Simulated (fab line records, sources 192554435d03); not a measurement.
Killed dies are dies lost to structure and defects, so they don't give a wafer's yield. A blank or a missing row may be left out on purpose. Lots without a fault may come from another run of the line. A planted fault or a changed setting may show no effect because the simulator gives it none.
Chamber matching | flow n5_finfet | N5_HKMG_FIN_HK_ALD_01 on ald_hk-02: 4 sister chambers
The step deposits HfO2, target thk 1.6 nm, pulse time 3 s, purge time 3 s. 8 wafers are shown with their chamber, then 10 later ones without.

WAFERS WITH THEIR CHAMBER
wafer  | chamber | precursor_pulse_height_rel
L077.5 | 0       | 0.984
L084.3 | 2       | 0.977
L084.4 | 1       | 0.979
L086.1 | 1       | 1.001
L086.2 | 3       | 1.017
L086.6 | 2       | 0.977
L092.1 | 0       | 1.010
L092.2 | 3       | 1.034

WAFERS WITHOUT THEIR CHAMBER
wafer  | precursor_pulse_height_rel
L092.6 | 0.980
L093.1 | 0.997
L093.3 | 0.979
L093.6 | 1.001
L095.1 | 0.993
L095.2 | 1.016
L095.5 | 0.979
L097.2 | 1.005
L097.5 | 1.025
L097.6 | 0.996

WHICH CHAMBER EACH WENT THROUGH
wafer  | from the rows above               | in truth
L092.6 | can't be placed: 2 or 1 or 0      | 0
L093.1 | can't be placed: 0 or 1 or 2      | 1
L093.3 | can't be placed: 2 or 1 or 0      | 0
L093.6 | can't be placed: 0 or 1 or 2 or 3 | 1
L095.1 | can't be placed: 1 or 0 or 2      | 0
L095.2 | can't be placed: 3 or 0 or 1      | 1
L095.5 | can't be placed: 2 or 1 or 0      | 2
L097.2 | can't be placed: 0 or 1 or 3 or 2 | 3
L097.5 | 3                                 | 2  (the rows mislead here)
L097.6 | can't be placed: 0 or 1 or 2      | 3
Placed correctly: 0 of 10. Can't be placed from these rows: 9 (the true chamber is among the candidates in 8). Placed wrongly: 1.
How it was worked out, from the rows above alone: a wafer's distance from a chamber is the root of the sum, over the readings, of the square of ((its reading less the chamber's mean) divided by the reading's scatter). The wafer belongs to the nearest chamber; if the next one is less than 2 further off, it can't be placed. A chamber's mean is the mean of its shown wafers. The scatter: the root of (the sum of the squares of (reading less its chamber's mean) over the shown wafers, divided by (wafers less chambers)).
